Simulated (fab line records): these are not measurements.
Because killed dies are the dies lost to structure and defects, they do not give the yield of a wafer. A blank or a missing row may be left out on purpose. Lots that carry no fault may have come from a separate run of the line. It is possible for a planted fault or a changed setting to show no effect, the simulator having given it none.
Which tool did it? ; flow n5Finfet ; 72 wafers from 24 lots sampled at 6 of the route's 1938 steps

WHAT THE GAUGES SHOWED, per wafer
N5_BEOL_M3_THK_MEAS_53: measures by xrf.
lot;measured;on;M3_THK (nm)
L074;day 7 05:08;filmMetro-02;41.5 40.3 41.9
L075;day 7 23:48;filmMetro-02;40.4 40.7 41.8
L076;day 7 22:09;filmMetro-01;41.0 42.3 42.1
L077;day 8 03:22;filmMetro-01;38.9 40.0 43.5
L078;day 8 04:55;filmMetro-02;41.5 38.8 38.5
L079;day 8 06:35;filmMetro-02;38.5 41.8 40.9
L081;day 8 17:08;filmMetro-01;40.6 41.9 41.1
L080;day 8 21:38;filmMetro-01;41.0 41.4 42.5
L082;day 9 07:30;filmMetro-01;39.1 40.2 42.6
L083;day 9 21:07;filmMetro-02;41.0 41.8 40.3
L084;day 9 23:43;filmMetro-01;39.9 40.9 40.7
L085;day 9 23:59;filmMetro-01;41.4 41.7 43.3
L086;day 10 07:07;filmMetro-01;39.9 40.6 40.8
L087;day 10 23:59;filmMetro-02;40.7 41.0 42.5
L088;day 11 03:43;filmMetro-02;40.3 42.4 41.7
L089;day 11 06:10;filmMetro-01;39.1 42.4 41.6
L090;day 11 07:07;filmMetro-02;39.0 40.4 41.4
L091;day 11 13:31;filmMetro-01;41.2 41.5 42.6
L092;day 11 16:13;filmMetro-02;40.4 39.8 40.6
L093;day 11 19:14;filmMetro-01;41.4 39.6 40.5
L094;day 12 14:06;filmMetro-01;38.1 39.1 38.8
L095;day 12 19:50;filmMetro-02;40.6 42.3 43.1
L096;day 12 23:00;filmMetro-01;39.1 39.6 40.9
L097;day 13 01:07;filmMetro-02;38.7 40.0 40.5

N5_BEOL_M4_CD_MEAS_11: target cd 16.79 nm.
lot;measured;on;cdNm (nm)
L074;day 7 07:52;cdSem-01;16.61 16.48 16.88
L075;day 8 01:02;cdSem-01;16.66 16.85 17.01
L076;day 7 23:52;cdSem-02;16.64 16.37 17.03
L077;day 8 06:28;cdSem-03;16.57 16.78 17.14
L078;day 8 06:53;cdSem-01;17.07 16.77 17.07
L079;day 8 08:06;cdSem-01;17.38 16.87 16.70
L081;day 8 18:55;cdSem-03;16.77 17.00 17.32
L080;day 9 00:09;cdSem-01;17.01 16.80 17.20
L082;day 9 09:38;cdSem-03;17.06 17.10 17.00
L083;day 10 00:04;cdSem-02;16.71 16.83 16.82
L084;day 10 01:21;cdSem-01;16.67 16.86 16.77
L085;day 10 01:41;cdSem-03;16.14 17.24 16.97
L086;day 10 08:38;cdSem-02;16.78 16.50 16.30
L087;day 11 03:16;cdSem-01;16.60 16.73 16.97
L088;day 11 05:53;cdSem-01;16.70 16.57 16.84
L089;day 11 07:34;cdSem-02;16.79 16.67 16.18
L090;day 11 08:23;cdSem-01;16.83 16.59 16.68
L091;day 11 15:10;cdSem-02;16.74 16.62 17.08
L092;day 11 19:54;cdSem-02;16.79 16.83 16.63
L093;day 11 20:37;cdSem-03;16.60 16.52 16.82
L094;day 12 15:23;cdSem-01;16.91 17.24 17.14
L095;day 12 20:47;cdSem-01;16.57 16.89 16.68
L096;day 13 01:46;cdSem-03;16.62 16.48 17.00
L097;day 13 02:28;cdSem-01;16.82 16.86 17.10

WHICH TOOL RAN EACH LOT (tool, then ch and the chambers of the sampled wafers, then the start)
lot;N5_BEOL_M2_SPUTTER_92;N5_BEOL_M3_ETCH_70;N5_BEOL_M3_ANNEAL_49;N5_BEOL_M3_SPUTTER_88
L074;pvdSputter-02, day 6 21:16;rieDiel-05 ch 0,2, day 7 00:57;pvdSputter-01, day 7 02:40;pvdSputter-01, day 7 03:28
L075;pvdSputter-02, day 7 09:44;rieDiel-05 ch 0,1, day 7 19:17;pvdSputter-03, day 7 21:20;pvdSputter-03, day 7 22:08
L076;pvdSputter-03, day 7 09:57;rieDiel-02 ch 0,1, day 7 16:29;pvdSputter-03, day 7 19:29;pvdSputter-03, day 7 20:17
L077;pvdSputter-01, day 7 10:04;rieDiel-05 ch 0,3, day 7 22:52;pvdSputter-03, day 8 00:53;pvdSputter-03, day 8 01:41
L078;pvdSputter-02, day 7 11:40;rieDiel-02 ch 0,1,3, day 7 23:23;pvdSputter-01, day 8 02:26;pvdSputter-01, day 8 03:14
L079;pvdSputter-02, day 7 19:23;rieDiel-02 ch 2,3, day 8 02:14;pvdSputter-03, day 8 04:07;pvdSputter-03, day 8 04:55
L081;pvdSputter-01, day 8 08:08;rieDiel-05 ch 1,2,3, day 8 12:50;pvdSputter-01, day 8 14:40;pvdSputter-01, day 8 15:28
L080;pvdSputter-02, day 8 10:16;rieDiel-02 ch 0,2,3, day 8 17:38;pvdSputter-02, day 8 19:10;pvdSputter-02, day 8 19:58
L082;pvdSputter-01, day 8 17:50;rieDiel-04 ch 0,1,2, day 9 01:40;pvdSputter-02, day 9 05:02;pvdSputter-02, day 9 05:50
L083;pvdSputter-02, day 9 08:21;rieDiel-02 ch 1,2,3, day 9 12:22;pvdSputter-02, day 9 14:06;pvdSputter-02, day 9 14:54
L084;pvdSputter-03, day 9 08:39;rieDiel-02 ch 0,3, day 9 19:43;pvdSputter-02, day 9 21:15;pvdSputter-02, day 9 22:03
L085;pvdSputter-03, day 9 11:25;rieDiel-04 ch 0,2,3, day 9 19:55;pvdSputter-01, day 9 21:30;pvdSputter-01, day 9 22:18
L086;pvdSputter-03, day 9 22:43;rieDiel-05 ch 0,1, day 10 02:58;pvdSputter-01, day 10 04:39;pvdSputter-01, day 10 05:27
L087;pvdSputter-02, day 10 10:12;rieDiel-04 ch 2,3, day 10 18:23;pvdSputter-01, day 10 21:30;pvdSputter-01, day 10 22:18
L088;pvdSputter-03, day 10 12:50;rieDiel-05 ch 1,2,3, day 10 23:07;pvdSputter-01, day 11 01:11;pvdSputter-01, day 11 01:59
L089;pvdSputter-02, day 10 15:56;rieDiel-04 ch 0,3, day 11 02:14;pvdSputter-03, day 11 03:41;pvdSputter-03, day 11 04:29
L090;pvdSputter-01, day 10 20:54;rieDiel-05 ch 0,1,2, day 11 02:28;pvdSputter-02, day 11 04:38;pvdSputter-02, day 11 05:26
L091;pvdSputter-01, day 11 05:59;rieDiel-05 ch 2,3, day 11 09:49;pvdSputter-01, day 11 11:02;pvdSputter-01, day 11 11:50
L092;pvdSputter-03, day 11 07:00;rieDiel-05 ch 1,2,3, day 11 12:25;pvdSputter-03, day 11 13:44;pvdSputter-03, day 11 14:32
L093;pvdSputter-01, day 11 09:28;rieDiel-02 ch 1,2,3, day 11 14:59;pvdSputter-02, day 11 16:46;pvdSputter-02, day 11 17:34
L094;pvdSputter-03, day 11 18:50;rieDiel-02 ch 0,1,2, day 12 08:54;pvdSputter-01, day 12 11:37;pvdSputter-01, day 12 12:25
L095;pvdSputter-02, day 11 21:51;rieDiel-05 ch 2,3, day 12 13:58;pvdSputter-01, day 12 17:22;pvdSputter-01, day 12 18:10
L096;pvdSputter-03, day 12 08:13;rieDiel-05 ch 2,3, day 12 19:14;pvdSputter-01, day 12 20:32;pvdSputter-01, day 12 21:20
L097;pvdSputter-03, day 12 11:47;rieDiel-02 ch 1,2, day 12 21:07;pvdSputter-01, day 12 22:40;pvdSputter-01, day 12 23:28
- N5_BEOL_M2_SPUTTER_92: material Cu, target thk 4.5 nm, time 8.29 s.
- N5_BEOL_M3_ETCH_70: etches SOC in N2/H2, target depth 80 nm, overetch 16 nm, time 120 s.
- N5_BEOL_M3_ANNEAL_49: time 240 s.
- N5_BEOL_M3_SPUTTER_88: material Cu, target thk 4.5 nm, time 8.29 s.

AS READ BY THE TOOLS THEMSELVES (means over the sampled wafers that have a number; for cases with no such wafer, the mark the record gives instead)
N5_BEOL_M2_SPUTTER_92.
lot;tool;throttleValvePct (%)
L074;pvdSputter-02;30.6
L075;pvdSputter-02;30.9
L076;pvdSputter-03;29.7
L077;pvdSputter-01;31.1
L078;pvdSputter-02;30.5
L079;pvdSputter-02;29.6
L081;pvdSputter-01;30.1
L080;pvdSputter-02;30.6
L082;pvdSputter-01;30.9
L083;pvdSputter-02;30.0
L084;pvdSputter-03;30.8
L085;pvdSputter-03;29.6
L086;pvdSputter-03;30.2
L087;pvdSputter-02;30.6
L088;pvdSputter-03;30.2
L089;pvdSputter-02;30.8
L090;pvdSputter-01;30.6
L091;pvdSputter-01;31.2
L092;pvdSputter-03;30.2
L093;pvdSputter-01;31.0
L094;pvdSputter-03;29.6
L095;pvdSputter-02;29.6
L096;pvdSputter-03;30.1
L097;pvdSputter-03;30.2

N5_BEOL_M3_ETCH_70.
lot;tool;drypumpMotorCurrentA (A);oesProductAu (a.u.);rfVppV (V);showerheadPlenumPTorr (Torr);throttleValvePct (%)
L074;rieDiel-05;5.6;0.58;526.5;2.62;17.79
L075;rieDiel-05;6.2;0.57;525.3;2.61;17.85
L076;rieDiel-02;5.9;0.58;523.5;2.50;18.04
L077;rieDiel-05;6.1;0.63;523.5;2.53;17.77
L078;rieDiel-02;5.9;0.57;523.0;2.49;17.97
L079;rieDiel-02;6.2;0.56;526.0;2.60;17.86
L081;rieDiel-05;5.9;0.56;524.2;2.57;17.72
L080;rieDiel-02;6.0;0.56;524.0;2.55;17.89
L082;rieDiel-04;5.5;0.59;523.0;2.51;17.87
L083;rieDiel-02;6.0;0.56;522.9;2.53;17.96
L084;rieDiel-02;5.8;0.54;524.0;2.51;17.84
L085;rieDiel-04;5.6;0.63;522.2;2.48;17.66
L086;rieDiel-05;6.2;0.59;525.4;2.58;17.89
L087;rieDiel-04;5.9;0.61;523.5;2.51;17.68
L088;rieDiel-05;5.9;0.55;524.5;2.56;17.75
L089;rieDiel-04;5.2;0.61;520.6;2.44;17.64
L090;rieDiel-05;5.9;0.57;525.0;2.61;17.86
L091;rieDiel-05;5.6;0.56;524.2;2.57;17.71
L092;rieDiel-05;5.9;0.55;524.4;2.56;17.75
L093;rieDiel-02;6.0;0.55;523.3;2.53;17.98
L094;rieDiel-02;6.1;0.55;523.4;2.52;18.09
L095;rieDiel-05;5.8;0.56;522.8;2.50;17.67
L096;rieDiel-05;5.6;0.56;524.3;2.57;17.74
L097;rieDiel-02;6.2;0.55;524.3;2.56;18.08

N5_BEOL_M3_ANNEAL_49.
lot;tool;heaterPowerW (W)
L074;pvdSputter-01;863
L075;pvdSputter-03;948
L076;pvdSputter-03;827
L077;pvdSputter-03;942
L078;pvdSputter-01;851
L079;pvdSputter-03;923
L081;pvdSputter-01;851
L080;pvdSputter-02;871
L082;pvdSputter-02;946
L083;pvdSputter-02;892
L084;pvdSputter-02;1018
L085;pvdSputter-01;827
L086;pvdSputter-01;857
L087;pvdSputter-01;851
L088;pvdSputter-01;862
L089;pvdSputter-03;871
L090;pvdSputter-02;943
L091;pvdSputter-01;802
L092;pvdSputter-03;896
L093;pvdSputter-02;823
L094;pvdSputter-01;928
L095;pvdSputter-01;1008
L096;pvdSputter-01;914
L097;pvdSputter-01;858

N5_BEOL_M3_SPUTTER_88.
lot;tool;throttleValvePct (%)
L074;pvdSputter-01;30.7
L075;pvdSputter-03;30.1
L076;pvdSputter-03;30.2
L077;pvdSputter-03;30.2
L078;pvdSputter-01;31.0
L079;pvdSputter-03;29.6
L081;pvdSputter-01;31.1
L080;pvdSputter-02;30.3
L082;pvdSputter-02;29.8
L083;pvdSputter-02;30.7
L084;pvdSputter-02;29.9
L085;pvdSputter-01;31.0
L086;pvdSputter-01;31.1
L087;pvdSputter-01;31.1
L088;pvdSputter-01;30.8
L089;pvdSputter-03;30.1
L090;pvdSputter-02;29.9
L091;pvdSputter-01;30.6
L092;pvdSputter-03;30.3
L093;pvdSputter-02;30.8
L094;pvdSputter-01;31.2
L095;pvdSputter-01;31.0
L096;pvdSputter-01;31.3
L097;pvdSputter-01;30.5

THE ANSWER, worked out from the rows above alone
Rule: what is usual is taken from the lots themselves. Put in order of their means at a reading, lots are off if they are a third of the lots or fewer, leave a main group of 4 or more, and stand apart from it by a gap of 3 or more times the standard deviation of the main group's means; of several such gaps the widest counts. The tables above print the reading to a certain number of digits; a main group whose means all agree to those digits is not used. A lot without any number at a reading at which 4 lots or more have one is off too. Any other lot the step has rows for is counted as sound. First the gauges in route order, then the tools' own readings, where a lot's mean is used as printed above. The first step at which some lot is off is used, and at that step the reading that is off furthest; a lot without a number counts as furthest.
No lot is off on any of the readings shown, so nothing can be concluded from this.

WHAT THE SIMULATOR HAD PUT IN
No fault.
